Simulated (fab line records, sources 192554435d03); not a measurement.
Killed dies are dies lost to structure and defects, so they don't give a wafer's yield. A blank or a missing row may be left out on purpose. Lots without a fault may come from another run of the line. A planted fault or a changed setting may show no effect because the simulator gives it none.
Chamber matching | flow n5_finfet | N5_GATE_CUT_STRIP_42 on rie_diel-01: 4 sister chambers
The step strips in O2. 20 wafers are shown with their chamber, then 10 later ones without.

WAFERS WITH THEIR CHAMBER
wafer  | chamber | throttle_valve_pct (%) | drypump_motor_current_A (A) | oes_product_au (a.u.)
L079.3 | 0       | 16.80                  | 5.07                        | 0.85
L079.4 | 1       | 16.74                  | 5.58                        | 0.73
L079.6 | 2       | 16.83                  | 5.68                        | 0.74
L082.1 | 0       | 16.80                  | 5.08                        | 0.84
L082.2 | 1       | 16.74                  | 5.58                        | 0.72
L082.6 | 3       | 16.32                  | 5.65                        | 0.78
L083.1 | 1       | 16.74                  | 5.60                        | 0.72
L083.3 | 2       | 16.83                  | 5.67                        | 0.72
L083.5 | 1       | 16.75                  | 5.60                        | 0.73
L086.1 | 1       | 16.76                  | 5.58                        | 0.72
L086.4 | 3       | 16.34                  | 5.66                        | 0.78
L086.5 | 2       | 16.84                  | 5.70                        | 0.73
L087.1 | 0       | 16.81                  | 5.06                        | 0.85
L087.5 | 1       | 16.76                  | 5.61                        | 0.73
L087.6 | 2       | 16.85                  | 5.72                        | 0.73
L088.1 | 2       | 16.85                  | 5.68                        | 0.72
L088.2 | 3       | 16.33                  | 5.65                        | 0.78
L088.5 | 3       | 16.33                  | 5.67                        | 0.77
L089.1 | 2       | 16.84                  | 5.69                        | 0.72
L089.2 | 3       | 16.34                  | 5.68                        | 0.77

SIGNATURES (means of the wafers above)
reading                 | chamber 0 | chamber 1 | chamber 2 | chamber 3 | scatter within a chamber
throttle_valve_pct      | 16.8033   | 16.7483   | 16.8400   | 16.3320   | 0.00877
drypump_motor_current_A | 5.0700    | 5.5917    | 5.6900    | 5.6620    | 0.0145
oes_product_au          | 0.8467    | 0.7250    | 0.7267    | 0.7760    | 0.00647
Rule: a wafer's distance from a chamber is the root of the sum, over the readings, of the square of ((its reading less the chamber's mean) divided by the reading's scatter). The wafer belongs to the nearest chamber; if the next one is less than 2 further off, it can't be placed. The scatter: the root of (the sum of the squares of (reading less its chamber's mean) over the shown wafers, divided by (wafers less chambers)).

WAFERS WITHOUT THEIR CHAMBER
wafer  | throttle_valve_pct (%) | drypump_motor_current_A (A) | oes_product_au (a.u.)
L089.5 | 16.84                  | 5.66                        | 0.72
L091.3 | 16.34                  | 5.65                        | 0.76
L091.4 | 16.82                  | 5.06                        | 0.82
L091.5 | 16.78                  | 5.57                        | 0.72
L093.3 | 16.35                  | 5.64                        | 0.77
L093.5 | 16.83                  | 5.06                        | 0.82
L093.6 | 16.34                  | 5.65                        | 0.77
L094.1 | 16.78                  | 5.58                        | 0.70
L094.2 | 16.34                  | 5.66                        | 0.77
L094.4 | 16.87                  | 5.69                        | 0.72

WHICH CHAMBER EACH WENT THROUGH
wafer  | from the rows above | in truth
L089.5 | 2                   | 2
L091.3 | 3                   | 3
L091.4 | 0                   | 0
L091.5 | 1                   | 1
L093.3 | 3                   | 3
L093.5 | 0                   | 0
L093.6 | 3                   | 3
L094.1 | 1                   | 1
L094.2 | 3                   | 3
L094.4 | 2                   | 2
Placed correctly: 10 of 10. Can't be placed from these rows: 0. Placed wrongly: 0.
